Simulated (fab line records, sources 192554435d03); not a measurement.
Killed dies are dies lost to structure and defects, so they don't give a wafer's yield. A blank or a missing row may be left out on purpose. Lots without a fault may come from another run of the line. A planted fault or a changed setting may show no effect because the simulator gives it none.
Chamber matching | flow n5_finfet | N5_SPACER0_ALD_07 on ald_sin-02: 4 sister chambers
The step deposits SiNx, target thk 2 nm. 8 wafers are shown with their chamber, then 10 later ones without.

WAFERS WITH THEIR CHAMBER
wafer  | chamber | heater_power_w (W)
L085.6 | 2       | 688
L086.3 | 1       | 993
L086.4 | 2       | 693
L090.2 | 1       | 997
L090.5 | 3       | 718
L090.6 | 0       | 809
L091.2 | 0       | 811
L091.5 | 3       | 729

WAFERS WITHOUT THEIR CHAMBER
wafer  | heater_power_w (W)
L091.6 | 1006
L094.3 | 789
L094.4 | 1007
L094.5 | 739
L095.1 | 995
L095.4 | 752
L095.6 | 992
L096.2 | 701
L096.3 | 1006
L096.4 | 746

WHICH CHAMBER EACH WENT THROUGH
wafer  | from the rows above | in truth
L091.6 | 1                   | 1
L094.3 | 0                   | 0
L094.4 | 1                   | 1
L094.5 | 3                   | 3
L095.1 | 1                   | 1
L095.4 | 3                   | 3
L095.6 | 1                   | 1
L096.2 | 2                   | 2
L096.3 | 1                   | 1
L096.4 | 3                   | 3
Placed correctly: 10 of 10. Can't be placed from these rows: 0. Placed wrongly: 0.
How it was worked out, from the rows above alone: a wafer's distance from a chamber is the root of the sum, over the readings, of the square of ((its reading less the chamber's mean) divided by the reading's scatter). The wafer belongs to the nearest chamber; if the next one is less than 2 further off, it can't be placed. A chamber's mean is the mean of its shown wafers. The scatter: the root of (the sum of the squares of (reading less its chamber's mean) over the shown wafers, divided by (wafers less chambers)).
